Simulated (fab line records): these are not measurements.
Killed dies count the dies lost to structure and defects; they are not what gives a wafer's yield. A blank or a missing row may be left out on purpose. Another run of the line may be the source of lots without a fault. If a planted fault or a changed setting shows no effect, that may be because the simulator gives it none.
Matching of chambers | flow n5 finfet | 4 sister chambers for N5_BEOL_M7_STRIP_36 on rie diel-01
The step strips in N2/H2. 4 wafers are shown with their chamber, then 10 later ones without.

== WAFERS WITH THEIR CHAMBER ==
wafer  | chamber | drypump motor current A (A)
L093.2 | 2       | 5.4
L093.5 | 0       | 5.2
L095.1 | 3       | 6.4
L095.3 | 1       | 5.6

== WAFERS WITHOUT THEIR CHAMBER ==
wafer  | drypump motor current A (A)
L095.4 | 5.1
L094.1 | 6.3
L094.4 | 5.4
L094.6 | 5.4
L096.1 | 6.4
L096.3 | 5.1
L096.4 | 5.6
L097.2 | 5.6
L097.5 | 6.3
L097.6 | 5.7

== THE CHAMBER EACH PASSED THROUGH ==
wafer  | from the rows above | in truth
L095.4 | 0                   | 0
L094.1 | 3                   | 3
L094.4 | 2                   | 2
L094.6 | 2                   | 2
L096.1 | 3                   | 3
L096.3 | 0                   | 0
L096.4 | 1                   | 1
L097.2 | 1                   | 1
L097.5 | 3                   | 3
L097.6 | 1                   | 1
10 of 10 placed correctly. Can't be placed from these rows: 0. 0 placed wrongly.
How it was worked out, from the rows above alone: a wafer's distance from a chamber is the root of the sum, over the readings, of the square of ((its reading less the chamber's mean) divided by the reading's scatter). If the next closest chamber is less than 2 further off than the closest, the wafer can't be placed; otherwise it belongs to the closest. A chamber's mean is the mean of its shown wafers. The scatter: with one shown wafer a chamber, the root of the mean of the squares of how far each hidden wafer lies from its nearest shown one.
